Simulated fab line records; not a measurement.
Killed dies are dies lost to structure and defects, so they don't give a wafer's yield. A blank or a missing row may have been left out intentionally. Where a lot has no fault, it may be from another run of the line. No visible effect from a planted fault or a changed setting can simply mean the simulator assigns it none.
A lot that was struck, set against a sound lot || flow n5 finfet || 35 out of 1938 route steps
Sound: these wafers, L653.4, L653.5, L653.6. Struck: wafers L644.2, L644.4, L644.6. The cause is named last.
Per side, at each step with rows, come the tool, then ch with its chambers, and then its first start. Under that, the readings that differ: sound wafers || struck wafers || difference of the means || sigmas: that difference in standard deviations of wafers without a fault.
alike: same words and numbers on both sides, and readings whose means sit less than 2 such deviations apart. not compared: any withheld reading, any reading some wafer has no value for, any bound like >300 that may hide the same value, and any number with overlapping values for which the record gives no deviation.
A row with sigmas, a row that says differs or no value, or rows on one side alone: a step with any of these is where the two part. Non-overlapping numbers with no deviation appear without sigmas and do not part them. A reading missing from all wafers of one side parts the sides only when that side holds two or more wafers.

first, 11 steps without rows for these wafers: N5_BEOL_M13_ETCH_68 (etches SOC in N2/H2, time 355 s); N5_BEOL_M13_STRIP_69 (strips in N2/H2); N5_BEOL_M13_TRENCH_ETCH_34 (etches SiOC in C4F8/O2/Ar, target depth 413.47 nm, time 162.6 s); N5_BEOL_M13_STRIP_70 (strips in C4F8/O2/Ar); N5_BEOL_M13_STRIP_37 (strips in N2/H2); N5_BEOL_M13_ETCH_38 (etches SiCN in CF4/N2, target depth 67.5 nm, time 71.9 s); N5_BEOL_M13_PRECLEAN_39 (cleans in residue remover, time 60 s); N5_BEOL_M13_SRD_40 (time 30 s, dry time 30 s); N5_BEOL_M13_DEGAS_41 (time 60 s); N5_BEOL_M13_PRE_CLEAN_42 (time 30 s); N5_BEOL_M13_SPUTTER_43 (material TaN, target thk 15 nm, time 24.19 s).
N5_BEOL_M13_SPUTTER_44: material Ta, target thk 10 nm, time 16.13 s.
  sound: pvd sputter-02 at day 15 19:21; struck: pvd sputter-01 at day 13 08:32
  alike: cathode dc power W, throttle valve pct
then, 22 steps without rows for these wafers: N5_BEOL_M13_SPUTTER_45 (material Cu, target thk 80 nm, time 13.33 s); N5_BEOL_M13_ECD_47 (material Cu, target thk 936 nm); N5_BEOL_M13_ANNEAL_48 (time 90 s); N5_BEOL_M13_CMP_49 (polishes, stops on SiOC, t overpolish 17.1 s, target thk 420 nm); N5_BEOL_M13_PRE_CLEAN_52 (time 15 s); N5_BEOL_M13_DEP_53 (deposits SiCN from 3MS/NH3, target thk 50 nm, time 17.8 s); N5_BEOL_M14_ILD_DEP_00 (deposits SiO2 from TEOS/O2, target thk 1119.3 nm, time 237.4 s); N5_BEOL_M14_COAT_58 (time 60 s, resist thk 89 nm); N5_BEOL_M14_COAT_04 (resist thk 800 nm); N5_BEOL_M14_EBR_06; N5_BEOL_M14_SOFTBAKE_05 (time 60 s); N5_BEOL_M14_EXPOSE_07 (exposes mask V13); N5_BEOL_M14_PEB_08 (peb time 90 s); N5_BEOL_M14_DEVELOP_09 (develop time 45 s); N5_BEOL_M14_HARDBAKE_14 (time 120 s); N5_BEOL_M14_DESCUM_15 (chemistry O2, time 7.9 s); N5_BEOL_M14_ETCH_59 (etches BARC in N2/H2, target depth 89 nm, overetch 26.7 nm, time 67.9 s); N5_BEOL_M14_VIA_ETCH_16 (etches SiO2 in C4F8/O2/Ar, target depth 1231.3 nm); N5_BEOL_M14_STRIP_63 (strips in O2); N5_BEOL_M14_STRIP_64 (strips in O2); N5_BEOL_M14_STRIP_71 (strips in post etch residue remover, time 60 s); N5_BEOL_M14_SRD_72 (time 30 s, dry time 30 s).
N5_PASSIVATION_PROBE_49:
  rows exist in the record for the struck wafers here (prober-01, day 14 17:53), but not for the sound ones

== WHERE THEY PART ==
Within this record, at N5_PASSIVATION_PROBE_49 only.

WHY: the cause the simulator had injected
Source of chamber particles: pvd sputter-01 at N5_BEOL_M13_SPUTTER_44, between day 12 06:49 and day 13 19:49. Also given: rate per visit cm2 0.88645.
